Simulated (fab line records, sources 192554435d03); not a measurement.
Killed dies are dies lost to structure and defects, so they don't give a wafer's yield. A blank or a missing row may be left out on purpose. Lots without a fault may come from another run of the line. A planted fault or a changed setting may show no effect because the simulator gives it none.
A struck lot beside a sound one | flow n5_finfet | 15 steps out of a route of 1938
Sound: wafers L517.1, L517.2, L517.4. Struck: wafer L532.6. (L532.5 of the same lot was not struck and is left out.) The cause comes at the end.
At each step with rows: each side's tool, then ch and its chambers, then its first start. Under that, the readings that differ: sound wafers | struck wafers | difference of the means | sigmas: that difference in standard deviations of wafers without a fault.
alike: readings whose means differ by less than 2 such deviations, and words and numbers that are the same on both sides. not compared: withheld readings, readings that some wafer has no value for, bounds like >300 that may hide the same value, and numbers for which the record gives no deviation and whose values overlap.
The two part at a step that has a row with sigmas, a row that says differs or no value, or rows on one side only. Numbers that don't overlap but have no deviation are shown without sigmas and don't part them. A reading that every wafer of one side lacks parts them only if that side has two wafers or more.

first, 7 steps without rows for these wafers: N5_BEOL_M8_COAT_71 (time 60 s, resist thk 5 nm); N5_BEOL_M8_COAT_22 (resist thk 30 nm); N5_BEOL_M8_EBR_24; N5_BEOL_M8_SOFTBAKE_23 (time 60 s); N5_BEOL_M8_EXPOSE_25 (exposes mask V7, target cd 40 nm); N5_BEOL_M8_PEB_26 (peb time 60 s); N5_BEOL_M8_DEVELOP_27 (develop time 30 s).
N5_BEOL_M8_CD_MEAS_28: target cd 40 nm.
  sound on cd_sem-03 ch 0, day 10 01:54; struck on cd_sem-01 ch 0, day 13 17:52
  alike: cd_nm
N5_BEOL_M8_OVL_MEAS_29:
  sound on overlay-02 ch 0, day 10 01:56; struck on overlay-01 ch 0, day 13 17:55
  alike: V7_OVL
N5_BEOL_M8_INSPECT_30: inspects for defects (brightfield).
  sound on defect_inspect-01, day 10 01:59; struck on defect_inspect-02, day 13 17:56
  alike: raw_defect_count
N5_BEOL_M8_DESCUM_33: chemistry O2, time 7 s.
  sound on rie_diel-02 ch 0,1,3, day 10 02:07; struck on rie_diel-04 ch 3, day 13 18:06
  alike: drypump_motor_current_A, oes_product_au, rf_vpp_V, showerhead_plenum_p_Torr, throttle_valve_pct
  not compared: rf_hours_counter_h
N5_BEOL_M8_ETCH_72: etches underlayer in N2/H2, target depth 6.5 nm, time 5.2 s.
  sound on rie_diel-02 ch 0,1,3, day 10 02:09; struck on rie_diel-04 ch 3, day 13 18:08
  alike: drypump_motor_current_A, etch_rf_on_time_s, n2_flow_sccm, oes_product_au, rf_vpp_V, showerhead_plenum_p_Torr, throttle_valve_pct
  not compared: rf_hours_counter_h
N5_BEOL_M8_ETCH_65: etches SiARC in CF4, target depth 15.6 nm, time 26 s.
  sound on rie_diel-02 ch 0,1,3, day 10 02:10; struck on rie_diel-04 ch 3, day 13 18:09
  reading               | sound          | struck | difference | sigmas
  etch_rf_on_time_s (s) | 25.7 25.5 27.1 | 18.4   | -7.7       | -17
  oes_product_au (a.u.) | 0.74 0.58 0.60 | 0.82   | +0.18      | +2
  alike: drypump_motor_current_A, mfc_ar_sccm, rf_vpp_V, showerhead_plenum_p_Torr, throttle_valve_pct
  not compared: rf_hours_counter_h
N5_BEOL_M8_ETCH_66: etches SOC in N2/H2, target depth 80 nm, overetch 16 nm, time 120 s.
  sound on rie_diel-02 ch 0,1,3, day 10 02:11; struck on rie_diel-04 ch 3, day 13 18:13
  alike: drypump_motor_current_A, n2_flow_sccm, oes_product_au, rf_vpp_V, showerhead_plenum_p_Torr, throttle_valve_pct
  not compared: rf_hours_counter_h
-- the record jumps here: 3 days lie between the struck wafers' starts before and after (it left off in module BEOL_M8 and takes up again in module PASSIVATION, whose first step shown is number 1936 of the route) --
N5_PASSIVATION_PROBE_49:
  sound on prober-02, day 13 01:47; struck on prober-01, day 16 10:30
  reading              | sound   | struck | difference | sigmas
  sort_bin_8_speed (%) | 0 0 3.5 | 0      | -1         | -4
  alike: defect_limited_yield, killed_at_M0_to_M3, killed_at_M4_up, killed_at_contacts, killed_at_front_end, killed_at_other, killed_dies, killed_open, killed_short, sort_bin_5_function, sort_bin_6_memory, sort_n_pass, sort_yield_pct

WHERE THEY PART
First at N5_BEOL_M8_ETCH_65; last, within this record, at N5_PASSIVATION_PROBE_49.

WHY: what the simulator had put in
Process parameter drift: rie_diel-04, from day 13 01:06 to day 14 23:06, at N5_BEOL_M8_ETCH_65. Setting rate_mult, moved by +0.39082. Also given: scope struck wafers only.
